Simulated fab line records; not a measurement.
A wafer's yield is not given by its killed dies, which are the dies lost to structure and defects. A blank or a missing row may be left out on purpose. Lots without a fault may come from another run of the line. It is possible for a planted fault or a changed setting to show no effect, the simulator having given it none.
Which tool did it? -- flow n5-finfet -- 8 lots with 24 wafers sampled at 6 steps, on a route of 1938 steps

== WHAT THE GAUGES SHOWED, per wafer ==
N5_ILD0_INSPECT_06: inspects for defects (darkfield).
lot,measured,on,raw-defect-count
L926,day 4 09:29,defect-inspect-01,31 36 25
L931,day 5 12:09,defect-inspect-02,60 58 56
L933,day 5 22:43,defect-inspect-02,109 66 40
L934,day 6 06:17,defect-inspect-01,18 32 12
L936,day 6 16:28,defect-inspect-02,71 75 94
L942,day 8 03:15,defect-inspect-01,36 55 25
L943,day 8 10:28,defect-inspect-01,33 35 40
L947,day 9 13:19,defect-inspect-02,27 30 42

N5_DUMMY_REMOVAL_INSPECT_06: inspects for defects (brightfield).
lot,measured,on,raw-defect-count
L926,day 4 14:09,defect-inspect-01,6 14 8
L931,day 5 16:52,defect-inspect-02,9 11 20
L933,day 6 03:23,defect-inspect-01,7 5 2
L934,day 6 11:43,defect-inspect-02,12 9 9
L936,day 6 21:05,defect-inspect-02,16 20 16
L942,day 8 08:15,defect-inspect-01,126 153 151
L943,day 8 15:17,defect-inspect-02,170 132 130
L947,day 9 18:02,defect-inspect-01,10 8 7

N5_BEOL_M4_RC_MEAS_101.
lot,measured,on,DIBL_N (mV/V),DIBL_P (mV/V),IOFF_N (nA/um),IOFF_P (nA/um),ION_N (uA/um),ION_P (uA/um),SS_N (mV/dec),SS_P (mV/dec),VT_N (mV),VT_P (mV)
L926,day 8 12:26,prober-02,35.8 36.0 35.8,37.5 37.2 36.9,0.165 0.168 0.166,0.224 0.219 0.208,677 682 687,471 467 467,71.8 71.8 70.9,73.8 73.6 73.2,249.6 247.4 248.3,-249.5 -249.8 -250.5
L931,day 9 22:43,prober-01,38.0 39.0 38.1,38.1 39.0 37.9,0.188 0.219 0.191,0.232 0.242 0.228,679 694 688,458 469 466,71.8 72.1 71.2,73.6 73.2 74.3,246.1 242.9 244.9,-248.4 -249.2 -249.0
L933,day 10 00:44,prober-01,38.2 38.7 38.6,35.8 36.1 36.6,0.172 0.184 0.187,0.221 0.239 0.254,674 681 675,459 470 465,72.2 72.0 71.8,73.0 73.4 73.6,249.4 246.6 245.5,-249.3 -247.6 -248.3
L934,day 10 03:02,prober-01,36.6 36.8 37.5,35.7 35.6 36.3,0.166 0.178 0.184,0.235 0.235 0.242,669 674 681,464 465 456,70.9 71.5 72.0,73.8 73.2 73.2,247.2 247.5 246.3,-249.2 -249.1 -250.3
L936,day 11 01:11,prober-01,35.4 33.9 36.6,35.4 34.3 37.4,0.137 0.121 0.166,0.176 0.169 0.209,668 661 668,456 455 452,70.9 70.4 71.3,72.5 73.0 73.3,254.7 255.1 247.1,-254.9 -252.1 -252.9
L942,day 12 12:46,prober-02,36.6 37.7 36.6,36.1 37.9 36.4,0.169 0.189 0.160,0.222 0.250 0.222,680 681 669,464 469 469,72.2 71.9 72.1,74.0 73.8 74.0,246.4 244.4 248.8,-247.6 -248.1 -249.1
L943,day 12 10:05,prober-02,35.5 33.9 33.8,36.2 34.6 34.8,0.152 0.122 0.130,0.214 0.175 0.185,684 674 661,466 464 457,71.0 70.9 71.7,73.3 73.0 72.7,251.5 252.6 251.3,-250.4 -253.9 -253.2
L947,day 13 15:23,prober-02,37.4 36.6 37.8,37.1 36.1 36.8,0.184 0.164 0.174,0.225 0.212 0.218,675 674 678,464 457 459,71.4 71.6 71.2,73.8 73.7 74.1,246.9 251.0 249.6,-250.5 -251.4 -249.9

== TOOL THAT RAN EACH LOT (tool first, then ch and the chambers of the sampled wafers, then the start) ==
lot,N5_SDB_HM_DEP_00,N5_DUMMY_REMOVAL_HM_STRIP_01,N5_DUMMY_REMOVAL_STRIP_10
L926,"pecvd-01 ch 0,1,2, day 4 09:33","rie-diel-06 ch 0,1,2, day 4 13:58","rie-diel-06 ch 0,1,2, day 4 13:59"
L931,"pecvd-04 ch 0,1, day 5 12:11","rie-diel-03 ch 1,2, day 5 16:40","rie-diel-03 ch 1,2, day 5 16:42"
L933,"pecvd-01 ch 0,1,2, day 5 22:45","rie-diel-06 ch 1,2, day 6 03:11","rie-diel-06 ch 1,2, day 6 03:13"
L934,"pecvd-04 ch 0,1,2, day 6 06:19","rie-diel-03 ch 0,1,2, day 6 11:32","rie-diel-03 ch 0,1,2, day 6 11:34"
L936,"pecvd-01 ch 0,1,2, day 6 16:31","rie-diel-06 ch 0,1,2, day 6 20:53","rie-diel-06 ch 0,1,2, day 6 20:55"
L942,"pecvd-04 ch 0,2, day 8 03:17","rie-diel-06 ch 0,1, day 8 08:03","rie-diel-06 ch 0,1, day 8 08:05"
L943,"pecvd-04 ch 0,1,2, day 8 10:29","rie-diel-06 ch 0,1,2, day 8 15:05","rie-diel-06 ch 0,1,2, day 8 15:07"
L947,"pecvd-03 ch 0,2, day 9 13:20","rie-diel-05 ch 0,1,3, day 9 17:50","rie-diel-05 ch 0,1,3, day 9 17:53"
- N5_SDB_HM_DEP_00: deposits SiNx from SiH4/NH3/N2, target thk 40 nm, time 35.3 s.
- N5_DUMMY_REMOVAL_HM_STRIP_01: strips SiNx in CH3F/O2, stops on poly-Si, target depth 4 nm, time 6.8 s.
- N5_DUMMY_REMOVAL_STRIP_10: strips in N2/H2, time 40 s.

== AS READ BY THE TOOLS THEMSELVES (means over the sampled wafers that have a number; for cases with no such wafer, the mark the record gives instead) ==
N5_SDB_HM_DEP_00.
lot,tool,chamber-pressure-Torr (Torr),heater-power-w (W),showerhead-plenum-p-Torr (Torr),showerhead-vpp-V (V),throttle-valve-pct (%)
L926,pecvd-01,1.501,812,5.18,1016,39.7
L931,pecvd-04,1.497,722,5.09,1062,42.4
L933,pecvd-01,1.502,742,5.18,1021,39.6
L934,pecvd-04,1.503,715,5.16,1062,41.2
L936,pecvd-01,1.501,807,5.19,1024,39.8
L942,pecvd-04,1.501,700,5.21,1034,40.4
L943,pecvd-04,1.499,685,5.15,1051,41.5
L947,pecvd-03,1.499,684,5.21,1082,39.0

N5_DUMMY_REMOVAL_HM_STRIP_01.
lot,tool,CH3F_flow_sccm (sccm),O2_flow_sccm (sccm),drypump-motor-current-A (A),oes-product-au (a.u.),rf-vpp-V (V),showerhead-plenum-p-Torr (Torr),throttle-valve-pct (%)
L926,rie-diel-06,29.97,20.05,5.5,0.67,127.3,1.97,16.46
L931,rie-diel-03,30.00,20.00,4.9,0.58,128.5,2.01,16.29
L933,rie-diel-06,30.00,20.02,5.6,0.65,127.3,1.97,16.53
L934,rie-diel-03,30.07,19.97,5.1,0.59,128.0,2.04,16.30
L936,rie-diel-06,29.98,20.02,5.5,0.66,127.1,1.97,16.49
L942,rie-diel-06,-,-,-,-,-,-,-
L943,rie-diel-06,-,-,-,-,-,-,-
L947,rie-diel-05,30.05,19.98,5.4,0.66,128.0,2.07,16.28

N5_DUMMY_REMOVAL_STRIP_10.
lot,tool,bias-power-w (W),chamber-pressure-mTorr (mTorr),drypump-motor-current-A (A),h2-flow-sccm (sccm),oes-product-au (a.u.),rf-vpp-V (V),showerhead-plenum-p-Torr (Torr),throttle-valve-pct (%)
L926,rie-diel-06,2.996,99.91,5.6,299.8,0.83,44.7,3.33,12.28
L931,rie-diel-03,3.005,99.99,4.9,299.6,0.71,45.7,3.38,12.21
L933,rie-diel-06,3.006,99.92,5.6,300.3,0.81,44.4,3.33,12.39
L934,rie-diel-03,3.001,99.93,5.1,299.8,0.72,43.7,3.44,12.24
L936,rie-diel-06,3.002,99.91,5.5,300.1,0.81,46.0,3.32,12.35
L942,rie-diel-06,2.990,99.96,5.5,300.9,0.80,45.2,3.31,12.29
L943,rie-diel-06,3.004,100.04,5.5,300.8,0.80,45.7,3.31,12.37
L947,rie-diel-05,3.008,99.99,5.4,299.7,0.82,45.2,3.49,12.09

== THE ANSWER, worked out from the rows above alone ==
Rule: the lots themselves supply what counts as usual. The widest of any qualifying gaps counts: lots, ordered by their means at a reading, are off when they make up no more than a third of the lots, leave a main group of 4 or more, and stand apart from it by 3 or more times the standard deviation of that group's means. A main group whose means are all the same, to the digits that the tables above print for the reading, isn't used. Also off: a lot with no number at a reading for which 4 or more lots have one. All remaining lots with rows at the step are treated as sound. First the gauges in route order, then the tools' own readings, where a lot's mean is used as printed above. The first step at which some lot is off is used, and at that step the reading that is off furthest; a lot without a number counts as furthest.
Off at N5_DUMMY_REMOVAL_INSPECT_06 (raw-defect-count): L942, L943. For the main group the mean is 10 and the standard deviation 4.
If a tool, at a process step before that reading, ran all the lots that are off and no sound lot after the first of them, it fits. The gauges at N5_DUMMY_REMOVAL_INSPECT_06 aren't tried: what is off there is off at N5_DUMMY_REMOVAL_HM_STRIP_01 too, on other tools, and a gauge's error can't cause that. This does not decide it: 2 tools fit, namely pecvd-04 at N5_SDB_HM_DEP_00 and rie-diel-06 at N5_DUMMY_REMOVAL_HM_STRIP_01 and N5_DUMMY_REMOVAL_STRIP_10.

== WHAT THE SIMULATOR PUT IN ==
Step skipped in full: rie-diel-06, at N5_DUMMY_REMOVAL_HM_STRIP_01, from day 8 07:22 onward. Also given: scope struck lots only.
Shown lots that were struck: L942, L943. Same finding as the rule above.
